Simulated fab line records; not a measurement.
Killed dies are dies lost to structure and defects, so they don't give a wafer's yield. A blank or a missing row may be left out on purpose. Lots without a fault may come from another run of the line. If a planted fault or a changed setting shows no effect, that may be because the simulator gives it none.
Matching of chambers || flow n5_finfet || 4 sister chambers for N5_SDB_ETCH_18 on rie_diel-01
The step etches SOC in N2/H2, target depth 100 nm, overetch 20 nm, time 150 s. 4 wafers are shown with their chamber, then 12 later ones without.

== WAFERS WITH THEIR CHAMBER ==
{"wafer": "L084.3", "chamber": 1, "drypump_motor_current_A (A)": 5.3}
{"wafer": "L084.6", "chamber": 3, "drypump_motor_current_A (A)": 5.2}
{"wafer": "L085.3", "chamber": 2, "drypump_motor_current_A (A)": 5.9}
{"wafer": "L085.6", "chamber": 0, "drypump_motor_current_A (A)": 5.9}

== WAFERS WITHOUT THEIR CHAMBER ==
{"wafer": "L087.1", "drypump_motor_current_A (A)": 5.3}
{"wafer": "L087.2", "drypump_motor_current_A (A)": 5.3}
{"wafer": "L087.5", "drypump_motor_current_A (A)": 5.3}
{"wafer": "L088.1", "drypump_motor_current_A (A)": 5.3}
{"wafer": "L088.3", "drypump_motor_current_A (A)": 6.0}
{"wafer": "L088.6", "drypump_motor_current_A (A)": 5.9}
{"wafer": "L089.2", "drypump_motor_current_A (A)": 5.3}
{"wafer": "L089.3", "drypump_motor_current_A (A)": 5.9}
{"wafer": "L089.5", "drypump_motor_current_A (A)": 5.9}
{"wafer": "L096.1", "drypump_motor_current_A (A)": 5.9}
{"wafer": "L096.2", "drypump_motor_current_A (A)": 5.9}
{"wafer": "L096.4", "drypump_motor_current_A (A)": 5.9}

== EACH ONE'S CHAMBER ==
{"wafer": "L087.1", "from the rows above": 1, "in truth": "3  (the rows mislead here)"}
{"wafer": "L087.2", "from the rows above": 1, "in truth": 1}
{"wafer": "L087.5", "from the rows above": 1, "in truth": 1}
{"wafer": "L088.1", "from the rows above": 1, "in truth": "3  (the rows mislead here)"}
{"wafer": "L088.3", "from the rows above": "can't be placed: 0 or 2", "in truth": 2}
{"wafer": "L088.6", "from the rows above": "can't be placed: 0 or 2", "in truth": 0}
{"wafer": "L089.2", "from the rows above": 1, "in truth": 1}
{"wafer": "L089.3", "from the rows above": "can't be placed: 0 or 2", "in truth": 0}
{"wafer": "L089.5", "from the rows above": "can't be placed: 0 or 2", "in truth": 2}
{"wafer": "L096.1", "from the rows above": "can't be placed: 0 or 2", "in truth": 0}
{"wafer": "L096.2", "from the rows above": "can't be placed: 0 or 2", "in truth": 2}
{"wafer": "L096.4", "from the rows above": "can't be placed: 0 or 2", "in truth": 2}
3 of 12 placed correctly. These rows do not allow placing 7 (true chamber among the candidates in 7). 2 placed wrongly.
How it was worked out, from the rows above alone: a wafer's distance from a chamber is the root of the sum, over the readings, of the square of ((its reading less the chamber's mean) divided by the reading's scatter). If the next closest chamber is less than 2 further off than the closest, the wafer can't be placed; otherwise it belongs to the closest. A chamber's mean is the mean of its shown wafers. The scatter: with one shown wafer a chamber, the root of the mean of the squares of how far each hidden wafer lies from its nearest shown one.
